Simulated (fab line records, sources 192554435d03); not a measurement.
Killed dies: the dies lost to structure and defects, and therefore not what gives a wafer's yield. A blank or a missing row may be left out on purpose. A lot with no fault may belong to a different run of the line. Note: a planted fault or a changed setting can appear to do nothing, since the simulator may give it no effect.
Matching of chambers || flow n5_finfet || N5_BEOL_M10_ILD_DEP_00 on pecvd-01: 3 sister chambers
The step deposits SiCOH lowk from DEMS/porogen, target thk 308.51 nm, time 58 s. 6 wafers are shown with their chamber, then 7 later ones without.

WAFERS WITH THEIR CHAMBER
{"wafer": "L089.1", "chamber": 2, "throttle_valve_pct (%)": 12.7, "showerhead_plenum_p_Torr (Torr)": 5.723}
{"wafer": "L089.4", "chamber": 0, "throttle_valve_pct (%)": 14.8, "showerhead_plenum_p_Torr (Torr)": 5.755}
{"wafer": "L091.2", "chamber": 2, "throttle_valve_pct (%)": 13.0, "showerhead_plenum_p_Torr (Torr)": 5.705}
{"wafer": "L091.4", "chamber": 1, "throttle_valve_pct (%)": 14.1, "showerhead_plenum_p_Torr (Torr)": 5.724}
{"wafer": "L092.2", "chamber": 0, "throttle_valve_pct (%)": 14.2, "showerhead_plenum_p_Torr (Torr)": 5.759}
{"wafer": "L092.4", "chamber": 1, "throttle_valve_pct (%)": 14.1, "showerhead_plenum_p_Torr (Torr)": 5.753}

WAFERS WITHOUT THEIR CHAMBER
{"wafer": "L092.5", "throttle_valve_pct (%)": 12.7, "showerhead_plenum_p_Torr (Torr)": 5.725}
{"wafer": "L076.2", "throttle_valve_pct (%)": 14.1, "showerhead_plenum_p_Torr (Torr)": 5.744}
{"wafer": "L076.3", "throttle_valve_pct (%)": 14.0, "showerhead_plenum_p_Torr (Torr)": 5.733}
{"wafer": "L076.5", "throttle_valve_pct (%)": 14.2, "showerhead_plenum_p_Torr (Torr)": 5.735}
{"wafer": "L097.1", "throttle_valve_pct (%)": 13.9, "showerhead_plenum_p_Torr (Torr)": 5.748}
{"wafer": "L097.3", "throttle_valve_pct (%)": 12.3, "showerhead_plenum_p_Torr (Torr)": 5.705}
{"wafer": "L097.6", "throttle_valve_pct (%)": 14.2, "showerhead_plenum_p_Torr (Torr)": 5.762}

THE CHAMBER EACH PASSED THROUGH
{"wafer": "L092.5", "from the rows above": 2, "in truth": 2}
{"wafer": "L076.2", "from the rows above": "can't be placed: 1 or 0", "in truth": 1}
{"wafer": "L076.3", "from the rows above": "can't be placed: 1 or 0", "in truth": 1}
{"wafer": "L076.5", "from the rows above": "can't be placed: 1 or 0", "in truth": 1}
{"wafer": "L097.1", "from the rows above": "can't be placed: 1 or 0", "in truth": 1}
{"wafer": "L097.3", "from the rows above": 2, "in truth": 2}
{"wafer": "L097.6", "from the rows above": "can't be placed: 0 or 1", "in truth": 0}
Correct placement for 2 of the 7. From these rows, 5 cannot be placed; in 5 the true chamber is one of the candidates. Placed wrongly: 0.
How it was worked out, from the rows above alone: a wafer's distance from a chamber is the root of the sum, over the readings, of the square of ((its reading less the chamber's mean) divided by the reading's scatter). If the next closest chamber is less than 2 further off than the closest, the wafer can't be placed; otherwise it belongs to the closest. A chamber's mean is the mean of its shown wafers. How the scatter is found: for the shown wafers, subtract from each reading the mean of its chamber, square and add these, divide the total by (wafers less chambers), then take the root.
